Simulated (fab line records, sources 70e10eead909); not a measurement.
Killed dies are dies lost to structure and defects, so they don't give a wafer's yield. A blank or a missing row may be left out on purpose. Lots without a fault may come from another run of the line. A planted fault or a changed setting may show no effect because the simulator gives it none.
Which tool did it? | flow nand_harc | 24 lots, 72 wafers sampled, at 5 steps of a route of 1159

WHAT THE GAUGES READ, wafer by wafer
NHARC_P_CONTACT_CD_MEAS_12: target cd 90 nm. Usual: cd_nm 90.1 nm, standard deviation 0.85.
lot  | measured     | on        | cd_nm (nm)     | flag
L074 | day 5 07:21  | cd_sem-02 | 90.0 90.8 91.1 |
L076 | day 5 17:49  | cd_sem-01 | 89.4 88.3 88.5 |
L075 | day 5 18:35  | cd_sem-03 | 90.5 90.9 90.0 |
L078 | day 6 09:36  | cd_sem-01 | 90.1 89.2 89.4 |
L077 | day 6 10:01  | cd_sem-01 | 90.0 89.4 89.8 |
L079 | day 6 21:35  | cd_sem-01 | 91.7 91.7 90.7 |
L081 | day 7 03:21  | cd_sem-02 | 90.3 90.5 90.7 |
L080 | day 7 04:02  | cd_sem-03 | 91.0 91.2 90.2 |
L083 | day 7 17:01  | cd_sem-02 | 89.5 89.3 88.6 |
L082 | day 7 17:32  | cd_sem-03 | 89.9 89.4 90.0 |
L084 | day 8 02:02  | cd_sem-03 | 90.0 90.6 91.2 |
L086 | day 8 18:47  | cd_sem-01 | 91.3 91.1 92.3 |
L088 | day 8 19:12  | cd_sem-02 | 89.3 89.0 89.5 |
L087 | day 8 19:31  | cd_sem-03 | 91.8 91.2 90.8 |
L085 | day 9 01:19  | cd_sem-02 | 89.1 90.5 89.6 |
L089 | day 9 07:26  | cd_sem-01 | 89.7 89.9 89.7 |
L090 | day 9 17:33  | cd_sem-02 | 89.9 90.6 91.0 |
L092 | day 9 19:10  | cd_sem-03 | 91.0 89.5 90.0 |
L091 | day 9 19:30  | cd_sem-02 | 91.6 90.1 90.9 |
L093 | day 10 05:55 | cd_sem-02 | 89.8 89.5 89.0 |
L094 | day 10 14:32 | cd_sem-02 | 91.2 90.9 89.5 |
L097 | day 10 22:23 | cd_sem-03 | 90.9 90.6 91.4 |
L095 | day 10 22:41 | cd_sem-02 | 89.2 89.5 89.9 |
L096 | day 10 23:46 | cd_sem-02 | 88.9 89.5 88.7 |

NHARC_P_CONTACT_CD_MEAS_19. Usual: cd_nm 90.3 nm, standard deviation 1.7.
lot  | measured     | on        | cd_nm (nm)     | flag
L074 | day 5 08:34  | cd_sem-01 | 91.7 90.6 92.0 |
L076 | day 5 18:58  | cd_sem-03 | 87.5 87.8 86.0 |
L075 | day 5 19:49  | cd_sem-01 | 91.6 91.4 91.2 |
L078 | day 6 10:48  | cd_sem-02 | 90.5 91.2 86.6 |
L077 | day 6 11:11  | cd_sem-03 | 90.5 88.5 88.7 |
L079 | day 6 22:39  | cd_sem-02 | 92.8 89.7 92.6 |
L081 | day 7 04:25  | cd_sem-03 | 89.0 90.9 88.7 |
L080 | day 7 05:05  | cd_sem-03 | 93.6 90.6 90.3 |
L083 | day 7 18:04  | cd_sem-01 | 89.5 87.9 89.0 |
L082 | day 7 18:35  | cd_sem-02 | 87.9 89.0 90.0 |
L084 | day 8 03:05  | cd_sem-03 | 91.9 87.3 92.1 |
L086 | day 8 19:53  | cd_sem-02 | 90.9 91.7 89.6 |
L088 | day 8 20:15  | cd_sem-03 | 86.4 89.4 90.4 |
L087 | day 8 20:35  | cd_sem-01 | 93.1 92.9 93.7 |
L085 | day 9 02:22  | cd_sem-01 | 89.2 92.1 90.3 |
L089 | day 9 08:30  | cd_sem-02 | 90.6 91.2 88.0 |
L090 | day 9 18:38  | cd_sem-02 | 88.5 88.7 89.7 |
L092 | day 9 20:15  | cd_sem-02 | 93.1 91.0 91.2 |
L091 | day 9 20:37  | cd_sem-02 | 92.6 93.8 91.1 |
L093 | day 10 06:59 | cd_sem-02 | 91.1 93.3 88.7 |
L094 | day 10 15:36 | cd_sem-03 | 88.8 90.2 91.6 |
L097 | day 10 23:27 | cd_sem-02 | 89.0 91.1 91.1 |
L095 | day 10 23:45 | cd_sem-01 | 88.0 89.1 88.5 |
L096 | day 11 00:59 | cd_sem-01 | 89.1 90.9 89.6 |

NHARC_P_M0_CD_MEAS_16. Usual: cd_nm 89.9 nm, standard deviation 0.84.
lot  | measured     | on        | cd_nm (nm)     | flag
L074 | day 5 13:47  | cd_sem-01 | 89.9 90.6 90.4 |
L076 | day 5 23:15  | cd_sem-02 | 91.5 89.9 90.5 |
L075 | day 5 23:47  | cd_sem-03 | 89.3 90.3 90.7 |
L078 | day 6 16:38  | cd_sem-01 | 89.1 91.0 89.5 |
L077 | day 6 17:12  | cd_sem-03 | 89.5 89.5 90.6 |
L079 | day 7 02:58  | cd_sem-02 | 90.5 91.0 90.3 |
L081 | day 7 08:04  | cd_sem-03 | 89.8 89.7 90.9 |
L080 | day 7 08:44  | cd_sem-03 | 88.8 89.6 89.9 |
L083 | day 8 00:32  | cd_sem-01 | 90.7 90.4 91.2 |
L082 | day 8 00:59  | cd_sem-02 | 87.6 90.4 90.4 |
L084 | day 8 06:43  | cd_sem-03 | 88.8 90.3 88.6 |
L086 | day 9 02:45  | cd_sem-01 | 90.1 90.7 89.8 |
L088 | day 9 02:53  | cd_sem-01 | 90.0 89.6 89.5 |
L087 | day 9 03:10  | cd_sem-02 | 88.4 89.3 88.6 |
L085 | day 9 05:51  | cd_sem-01 | 88.6 89.8 90.2 |
L089 | day 9 12:31  | cd_sem-02 | 88.8 88.9 89.0 |
L090 | day 10 03:07 | cd_sem-01 | 90.2 89.9 91.4 |
L092 | day 10 02:52 | cd_sem-03 | 90.2 91.3 90.0 |
L091 | day 10 03:30 | cd_sem-03 | 90.6 90.8 89.3 |
L093 | day 10 10:35 | cd_sem-02 | 89.6 89.7 89.2 |
L094 | day 10 20:56 | cd_sem-01 | 89.8 91.2 90.9 |
L097 | day 11 05:35 | cd_sem-01 | 90.8 90.2 90.9 |
L095 | day 11 06:07 | cd_sem-03 | 90.0 90.5 90.1 |
L096 | day 11 06:59 | cd_sem-03 | 89.8 90.3 88.8 |

WHICH TOOL RAN EACH LOT (tool, then ch and the chambers of the sampled wafers, then the start)
lot  | NHARC_P_GATE_STRIP_76                | NHARC_P_CONTACT_ETCH_35
L074 | plasma_asher-02 ch 0,1, day 5 01:32  | rie_diel-11 ch 0,3, day 5 07:40
L076 | plasma_asher-02 ch 0,1, day 5 12:11  | rie_diel-06 ch 0,2,3, day 5 18:05
L075 | plasma_asher-01 ch 0,1, day 5 12:43  | rie_diel-11 ch 2,3, day 5 18:53
L078 | plasma_asher-02 ch 0,1, day 6 03:38  | rie_diel-11 ch 0,2,3, day 6 09:53
L077 | plasma_asher-01 ch 0,1, day 6 03:52  | rie_diel-11 ch 0,1,2, day 6 10:23
L079 | plasma_asher-02 ch 0, day 6 15:53    | rie_diel-07 ch 1,2,3, day 6 21:52
L081 | plasma_asher-02 ch 0,1, day 6 21:41  | rie_diel-11 ch 0,2,3, day 7 03:37
L080 | plasma_asher-01 ch 0,1, day 6 21:53  | rie_diel-07 ch 0,2, day 7 04:18
L083 | plasma_asher-01 ch 0,1, day 7 11:29  | rie_diel-07 ch 1,2, day 7 17:17
L082 | plasma_asher-01 ch 0,1, day 7 11:59  | rie_diel-11 ch 1,2,3, day 7 17:49
L084 | plasma_asher-02 ch 0,1, day 7 20:23  | rie_diel-07 ch 1,2,3, day 8 02:18
L086 | plasma_asher-02 ch 0,1, day 8 13:08  | rie_diel-07 ch 1,2, day 8 19:04
L088 | plasma_asher-02 ch 0,1, day 8 13:35  | rie_diel-11 ch 0,2,3, day 8 19:28
L087 | plasma_asher-02 ch 0,1, day 8 14:07  | rie_diel-07 ch 2,3, day 8 19:48
L085 | plasma_asher-01 ch 0,1, day 8 19:42  | rie_diel-07 ch 1,2, day 9 01:35
L089 | plasma_asher-02 ch 0,1, day 9 01:36  | rie_diel-07 ch 0,3, day 9 07:43
L090 | plasma_asher-01 ch 0,1, day 9 11:58  | rie_diel-07 ch 2,3, day 9 17:50
L092 | plasma_asher-02 ch 0,1, day 9 13:20  | rie_diel-11 ch 0,1, day 9 19:26
L091 | plasma_asher-01 ch 0,1, day 9 13:32  | rie_diel-07 ch 0,2,3, day 9 19:47
L093 | plasma_asher-02 ch 0,1, day 10 00:19 | rie_diel-07 ch 1,2, day 10 06:11
L094 | plasma_asher-02 ch 0,1, day 10 09:01 | rie_diel-11 ch 0,2,3, day 10 14:49
L097 | plasma_asher-01 ch 0,1, day 10 16:34 | rie_diel-06 ch 0,2, day 10 22:40
L095 | plasma_asher-01 ch 1, day 10 16:53   | rie_diel-07 ch 0,2, day 10 22:58
L096 | plasma_asher-02 ch 0,1, day 10 17:44 | rie_diel-11 ch 0,3, day 11 00:04
- NHARC_P_GATE_STRIP_76: strips in O2.
- NHARC_P_CONTACT_ETCH_35: etches the open film in CF4, target depth 39 nm, time 65 s.

WHAT THE TOOLS THEMSELVES READ (means of the sampled wafers that have a number; where no wafer has one, the mark that the record gives instead)
NHARC_P_GATE_STRIP_76. Usual: drypump_motor_current_A 5.8 A, standard deviation 0.59; heater_power_w 332 W, standard deviation 20.
lot  | tool            | drypump_motor_current_A (A) | heater_power_w (W) | flag
L074 | plasma_asher-02 | 6.2                         | 339                |
L076 | plasma_asher-02 | 6.2                         | 336                |
L075 | plasma_asher-01 | 5.4                         | 336                |
L078 | plasma_asher-02 | 5.8                         | 338                |
L077 | plasma_asher-01 | 5.4                         | 337                |
L079 | plasma_asher-02 | 5.3                         | 339                |
L081 | plasma_asher-02 | 5.8                         | 339                |
L080 | plasma_asher-01 | 5.4                         | 318                |
L083 | plasma_asher-01 | 5.4                         | 338                |
L082 | plasma_asher-01 | 5.4                         | 332                |
L084 | plasma_asher-02 | 6.2                         | 336                |
L086 | plasma_asher-02 | 6.2                         | 337                |
L088 | plasma_asher-02 | 6.2                         | 342                |
L087 | plasma_asher-02 | 5.8                         | 333                |
L085 | plasma_asher-01 | 5.4                         | 335                |
L089 | plasma_asher-02 | 5.8                         | 342                |
L090 | plasma_asher-01 | 5.4                         | 339                |
L092 | plasma_asher-02 | 5.8                         | 335                |
L091 | plasma_asher-01 | 5.4                         | 316                |
L093 | plasma_asher-02 | 6.2                         | 329                |
L094 | plasma_asher-02 | 5.8                         | 338                |
L097 | plasma_asher-01 | 5.5                         | 317                |
L095 | plasma_asher-01 | 5.4                         | 353                |
L096 | plasma_asher-02 | 5.7                         | 339                |

NHARC_P_CONTACT_ETCH_35. Usual: drypump_motor_current_A 5.7 A, standard deviation 0.51; mfc_ar_sccm 0.009 sccm, standard deviation 0.0077; oes_product_au 0.996 a.u., standard deviation 0.01; rf_vpp_V 151.2 V, standard deviation 1.2; showerhead_plenum_p_Torr 1.76 Torr, standard deviation 0.061; throttle_valve_pct 13.284 %, standard deviation 0.0086.
lot  | tool        | drypump_motor_current_A (A) | mfc_ar_sccm (sccm) | oes_product_au (a.u.) | rf_vpp_V (V) | showerhead_plenum_p_Torr (Torr) | throttle_valve_pct (%) | flag
L074 | rie_diel-11 | 6.3                         | 0.017              | 0.984                 | 151.3        | 1.72                            | 13.287                 |
L076 | rie_diel-06 | 5.5                         | 0.013              | 1.002                 | 149.5        | 1.68                            | 13.294                 |
L075 | rie_diel-11 | 5.8                         | 0.004              | 1.001                 | 151.5        | 1.81                            | 13.278                 |
L078 | rie_diel-11 | 6.1                         | 0.009              | 0.995                 | 151.0        | 1.77                            | 13.283                 |
L077 | rie_diel-11 | 6.0                         | 0.011              | 0.984                 | 151.5        | 1.76                            | 13.282                 |
L079 | rie_diel-07 | 5.2                         | 0.006              | 1.000                 | 151.0        | 1.74                            | 13.279                 |
L081 | rie_diel-11 | 6.0                         | 0.009              | 0.984                 | 151.5        | 1.77                            | 13.279                 |
L080 | rie_diel-07 | 5.7                         | 0.014              | 0.999                 | 151.9        | 1.76                            | 13.293                 |
L083 | rie_diel-07 | 5.1                         | 0.005              | 1.009                 | 150.4        | 1.70                            | 13.277                 |
L082 | rie_diel-11 | 5.8                         | 0.006              | 0.999                 | 152.0        | 1.80                            | 13.286                 |
L084 | rie_diel-07 | 5.2                         | 0.006              | 0.998                 | 151.3        | 1.74                            | 13.291                 |
L086 | rie_diel-07 | 5.1                         | 0.005              | 1.007                 | 149.5        | 1.70                            | 13.282                 |
L088 | rie_diel-11 | 6.0                         | 0.009              | 0.995                 | 151.6        | 1.77                            | 13.276                 |
L087 | rie_diel-07 | 5.3                         | 0.007              | 0.988                 | 150.3        | 1.77                            | 13.294                 |
L085 | rie_diel-07 | 5.3                         | 0.009              | 1.002                 | 151.3        | 1.71                            | 13.288                 |
L089 | rie_diel-07 | 6.0                         | 0.010              | 0.999                 | 152.1        | 1.83                            | 13.285                 |
L090 | rie_diel-07 | 5.4                         | 0.010              | 0.993                 | 150.3        | 1.75                            | 13.285                 |
L092 | rie_diel-11 | 6.0                         | 0.015              | 0.995                 | 151.4        | 1.75                            | 13.291                 |
L091 | rie_diel-07 | 5.7                         | 0.010              | 0.990                 | 151.8        | 1.79                            | 13.283                 |
L093 | rie_diel-07 | 5.2                         | 0.009              | 0.997                 | 150.7        | 1.71                            | 13.284                 |
L094 | rie_diel-11 | 6.1                         | 0.009              | 0.989                 | 151.0        | 1.77                            | 13.288                 |
L097 | rie_diel-06 | 5.2                         | 0.006              | 1.005                 | 149.7        | 1.69                            | 13.280                 |
L095 | rie_diel-07 | 6.0                         | 0.013              | 1.000                 | 151.8        | 1.80                            | 13.285                 |
L096 | rie_diel-11 | 6.3                         | 0.017              | 0.987                 | 150.3        | 1.72                            | 13.285                 |

THE ANSWER, worked out from the rows above alone
Rule: a lot is off if the mean of its wafers that have a number lies more than 3 standard deviations from the usual mean. A lot without any number at a reading at which 4 lots or more have one is off too. The other lots that the step has rows for count as sound. The gauges are gone through in route order, then the tools' own readings, and for those a lot's mean is taken as printed above. The first step at which some lot is off is used, and at that step the reading that is off furthest; a lot without a number counts as furthest.
No lot is off at any reading shown: from this, nothing can be told.

WHAT THE SIMULATOR HAD PUT IN
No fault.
